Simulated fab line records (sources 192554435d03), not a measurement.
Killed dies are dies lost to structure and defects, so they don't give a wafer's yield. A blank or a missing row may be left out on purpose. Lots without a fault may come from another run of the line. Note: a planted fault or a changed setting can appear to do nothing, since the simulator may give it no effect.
The same fault as seen by 2 desks | flow n5Finfet | numbers are kept per desk, each desk with only its own; the story behind them comes last

## AT THE METROLOGY DESK
Lot by lot, what the gauges showed, no matter which tool ran the lot: averages of those sampled wafers that carry a number. Marked OUT: a lot whose mean sits more than 4 standard deviations from the usual mean, which makes it out of limits; the brackets give that distance. Of its 11 readings 7 are shown: the one that was out of limits first, and those that lie furthest out on some lot.
Columns: A = IOFF_N at N5_BEOL_M4_RC_MEAS_101, usual 0.17 nA/um; B = IOFF_P at N5_BEOL_M4_RC_MEAS_101, usual 0.22 nA/um; C = ION_N at N5_BEOL_M4_RC_MEAS_101, usual 673 uA/um; D = ION_P at N5_BEOL_M4_RC_MEAS_101, usual 462 uA/um; E = RS_NWELL at N5_BEOL_M4_RC_MEAS_101, usual 1036 ohm/sq; F = VT_N at N5_BEOL_M4_RC_MEAS_101, usual 250 mV; G = VT_P at N5_BEOL_M4_RC_MEAS_101, usual -250 mV
lot  | first seen here | A    | B    | C   | D   | E             | F   | G
L712 | day 8 22:50     | 0.18 | 0.22 | 679 | 460 | 1034          | 248 | -251
L717 | day 9 12:34     | 0.15 | 0.18 | 665 | 453 | 1037          | 252 | -254
L716 | day 9 22:57     | 0.12 | 0.16 | 648 | 445 | 1048          | 257 | -253
L721 | day 10 21:43    | 0.17 | 0.26 | 674 | 474 | 1039          | 247 | -243
L724 | day 11 22:43    | 0.16 | 0.23 | 666 | 463 | 780 (-36) OUT | 250 | -248
L725 | day 12 07:16    | 0.13 | 0.20 | 669 | 463 | 775 (-37) OUT | 252 | -252
L733 | day 13 14:30    | 0.17 | 0.26 | 680 | 468 | 1038          | 249 | -248
L734 | day 14 18:44    | 0.17 | 0.23 | 677 | 465 | 1044          | 249 | -252
L735 | day 15 19:44    | 0.15 | 0.19 | 674 | 458 | 1028          | 250 | -253
This desk reports L724, L725 out of limits; the earliest was L724 at day 11 22:43 (RS_NWELL at N5_BEOL_M4_RC_MEAS_101). L712, L717, L716, L721, L733, L734, L735 stayed within limits.

## FOR THE TOOL OWNER'S DESK: implanter-01
The tool's own readings at N5_WELL_APT_IMPLANT_14: means of the sampled wafers that have a number, for each lot that ran on this tool. Marked OUT: a lot whose mean sits more than 4 standard deviations from the usual mean, which makes it out of limits; the brackets give that distance.
Columns: A = doseIonsCm2 at N5_WELL_APT_IMPLANT_14, usual 1.5001e+13; B = faradayCurrentUA at N5_WELL_APT_IMPLANT_14, usual 190
lot  | first seen here | A                            | B
L717 | day 2 20:40     | 1.5018e+13                   | 189
L721 | day 3 19:56     | 1.4990e+13                   | 187
L724 | day 4 13:58     | 2.4986e+13 (+99 or more) OUT | 316 (+38) OUT
L725 | day 4 19:57     | 2.4997e+13 (+99 or more) OUT | 313 (+37) OUT
Finding of this desk: L724, L725 out of limits; the first was L724 at day 4 13:58, on doseIonsCm2 at N5_WELL_APT_IMPLANT_14. L717, L721 stayed within limits.

## BROUGHT TOGETHER
On L724, L725, at day 4 13:58, an alarm was possible from the tool owner's desk.
Metrology desk: alarm possible at day 11 22:43 on L724, L725.
All the named lots went through N5_WELL_APT_IMPLANT_14 on implanter-01.

## WHAT THE SIMULATOR HAD INSERTED
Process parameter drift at N5_WELL_APT_IMPLANT_14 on implanter-01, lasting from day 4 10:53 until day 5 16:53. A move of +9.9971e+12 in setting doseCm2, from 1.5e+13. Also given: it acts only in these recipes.
Lots struck among those shown: L724, L725.
Fault start to first reading out of limits, in hours, per desk: tool owner, 3; metrology, 180.
